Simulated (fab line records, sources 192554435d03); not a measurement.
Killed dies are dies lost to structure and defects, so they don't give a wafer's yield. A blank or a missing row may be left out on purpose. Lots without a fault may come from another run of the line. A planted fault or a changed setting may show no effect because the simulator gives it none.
Which tool did it? | flow n5_finfet | 9 lots, 27 wafers sampled, at 6 steps of a route of 1938

WHAT THE GAUGES READ, wafer by wafer
N5_BEOL_M4_RC_MEAS_101.
lot  | measured     | on        | DIBL_N (mV/V)
L565 | day 8 07:23  | prober-01 | 37.0 35.9 36.4
L567 | day 8 14:43  | prober-01 | 36.4 38.2 37.6
L569 | day 9 10:17  | prober-01 | 37.3 36.6 37.0
L573 | day 10 07:21 | prober-01 | 34.9 35.6 33.3
L574 | day 10 09:15 | prober-01 | 35.8 35.6 34.2
L577 | day 11 13:41 | prober-01 | 35.8 39.6 36.3
L583 | day 13 00:05 | prober-02 | 33.4 35.3 34.3
L585 | day 13 10:11 | prober-02 | 36.2 37.3 37.5
L586 | day 13 10:06 | prober-01 | 33.2 36.3 36.8

WHICH TOOL RAN EACH LOT (tool, then ch and the chambers of the sampled wafers, then the start)
lot  | N5_BEOL_M0_CUTY_ETCH_62            | N5_BEOL_M0_PRE_CLEAN_113     | N5_BEOL_M0_ALD_136                  | N5_BEOL_M0_SPUTTER_116       | N5_BEOL_M0_CMP_120
L565 | rie_diel-06 ch 1,3, day 6 07:45    | pvd_sputter-03, day 6 13:47  | ald_metal-03 ch 0,2,3, day 6 13:51  | pvd_sputter-01, day 6 14:40  | cmp-01 ch 1,2, day 6 16:05
L567 | rie_diel-06 ch 1,2,3, day 6 14:01  | pvd_sputter-02, day 6 15:25  | ald_metal-04 ch 0,1,3, day 6 15:28  | pvd_sputter-02, day 6 17:59  | cmp-04 ch 0,1,2, day 6 18:50
L569 | rie_diel-01 ch 0,3, day 7 07:30    | pvd_sputter-01, day 7 12:03  | ald_metal-03 ch 0,1,2, day 7 12:11  | pvd_sputter-03, day 7 12:51  | cmp-01 ch 0,2,3, day 7 13:43
L573 | rie_diel-03 ch 1,2, day 8 09:07    | pvd_sputter-02, day 8 10:49  | ald_metal-03 ch 0,1,2, day 8 10:53  | pvd_sputter-01, day 8 11:29  | cmp-03 ch 1,2,3, day 8 12:25
L574 | rie_diel-01 ch 0,2,3, day 8 12:53  | pvd_sputter-03, day 8 16:44  | ald_metal-03 ch 0,2,3, day 8 17:01  | pvd_sputter-03, day 8 17:33  | cmp-01 ch 1,3, day 8 18:25
L577 | rie_diel-06 ch 2,3, day 9 12:48    | pvd_sputter-03, day 9 14:57  | ald_metal-02 ch 0,2,3, day 9 15:02  | pvd_sputter-03, day 9 15:56  | cmp-01 ch 0,1,3, day 9 16:47
L583 | rie_diel-03 ch 0,1,3, day 10 20:24 | pvd_sputter-01, day 11 00:08 | ald_metal-04 ch 0,1,2, day 11 00:12 | pvd_sputter-01, day 11 00:40 | cmp-04 ch 0,2,3, day 11 01:34
L585 | rie_diel-01 ch 1,2, day 11 07:35   | pvd_sputter-02, day 11 13:23 | ald_metal-02 ch 0,3, day 11 13:27   | pvd_sputter-01, day 11 13:56 | cmp-03 ch 1,2,3, day 11 14:52
L586 | rie_diel-03 ch 1,2, day 11 13:49   | pvd_sputter-03, day 11 15:38 | ald_metal-02 ch 0,2,3, day 11 15:42 | pvd_sputter-02, day 11 16:13 | cmp-04 ch 0,1, day 11 17:07
- N5_BEOL_M0_CUTY_ETCH_62: etches SiARC in CF4, time 58.5 s.
- N5_BEOL_M0_PRE_CLEAN_113: time 30 s.
- N5_BEOL_M0_ALD_136: deposits TaN, pulse time 2 s, purge time 3 s, co reactant purge time 2 s.
- N5_BEOL_M0_SPUTTER_116: material Cu, target thk 4 nm, time 7.37 s.
- N5_BEOL_M0_CMP_120: polishes, stops on SiOC, t overpolish 6.9 s.

THE ANSWER, worked out from the rows above alone
Rule: what is usual is taken from the lots themselves. Put in order of their means at a reading, lots are off if they are a third of the lots or fewer, leave a main group of 4 or more, and stand apart from it by a gap of 3 or more times the standard deviation of the main group's means; of several such gaps the widest counts. A main group whose means are all the same, to the digits that the tables above print for the reading, isn't used. A lot without any number at a reading at which 4 lots or more have one is off too. The other lots that the step has rows for count as sound.
No lot is off at any reading shown: from this, nothing can be told.

WHAT THE SIMULATOR HAD PUT IN
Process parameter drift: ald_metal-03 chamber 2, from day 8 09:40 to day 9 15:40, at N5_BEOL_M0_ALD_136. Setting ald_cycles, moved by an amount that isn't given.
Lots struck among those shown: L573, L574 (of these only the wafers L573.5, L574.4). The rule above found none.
